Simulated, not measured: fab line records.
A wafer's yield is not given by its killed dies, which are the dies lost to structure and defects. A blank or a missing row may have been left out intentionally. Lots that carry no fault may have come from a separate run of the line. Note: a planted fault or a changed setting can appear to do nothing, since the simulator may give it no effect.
Struck lot and sound lot, side by side -- flow nandHarc -- 13 steps out of a route of 1159
Sound: wafers L711.1, L711.2, L711.3. Wafers struck: L706.1, L706.2, L706.6. At the end, the cause is stated.
For every step that has rows: the tool of each side, followed by ch and its chambers, followed by its first start. Under that, the readings that differ: sound wafers -- struck wafers -- difference of the means -- sigmas: that difference in standard deviations of wafers without a fault.
alike: readings with means less than 2 such deviations apart, plus words and numbers identical on both sides. not compared: withheld readings, readings lacking a value on some wafer, bounds such as >300 that could conceal the same value, and numbers that have no deviation in the record and whose values overlap.
Wherever a step has rows on one side only, a row that says differs or no value, or a row with sigmas, the two part there. Non-overlapping numbers with no deviation appear without sigmas and do not part them. A reading that every wafer of one side lacks parts them only if that side has two wafers or more.

NHARC_A_STAIRCASE_CMP_472: polishes SiO2.
  sound on cmp-02 ch 0,1,3, day 17 02:49; struck on cmp-01 ch 0,1, day 16 05:19
  alike: motorCurrentA
next, for these wafers, 1 step has no rows: NHARC_A_STAIRCASE_SRD_474.
NHARC_A_STAIRCASE_INSPECT_155:
  struck on defectInspect-02, day 16 05:38; sound on defectInspect-02, day 17 03:08
  alike: rawDefectCount
NHARC_A_SGD_CUT_DEP_00: deposits SiNx, target thk 50 nm.
  sound on pecvd-03 ch 0,1,2, day 17 03:11; struck on pecvd-04 ch 0,1, day 16 05:42
  alike: heaterPowerW
then, 7 steps without rows for these wafers: NHARC_A_SGD_CUT_DEHYDRATE_01 (time 120 s); NHARC_A_SGD_CUT_HMDS_02 (time 30 s); NHARC_A_SGD_CUT_COAT_56 (time 75 s); NHARC_A_SGD_CUT_COAT_57 (time 65 s); NHARC_A_SGD_CUT_COAT_03 (resist thk 90 nm); NHARC_A_SGD_CUT_SOFTBAKE_04 (time 55 s); NHARC_A_SGD_CUT_EBR_05.
NHARC_A_SGD_CUT_EXPOSE_06: exposes mask SGD.
  sound on arfiScanner-03 ch 0, day 17 03:47; struck on arfiScanner-02, day 16 06:09
  no value came back on the struck wafers for exposureDoseMJCm2, focusOffsetNm (nm); on the sound wafers exposureDoseMJCm2 reads 85.47 85.52 85.62
  alike: mask
then, 1 step without rows for these wafers: NHARC_A_SGD_CUT_PEB_07 (peb time 65 s).

## WHERE THEY PART
Only at NHARC_A_SGD_CUT_EXPOSE_06, as far as this record shows.

WHY: the cause the simulator had injected
Entire step skipped (arfiScanner-02, NHARC_A_SGD_CUT_EXPOSE_06), from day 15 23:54 onward. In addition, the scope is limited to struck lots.
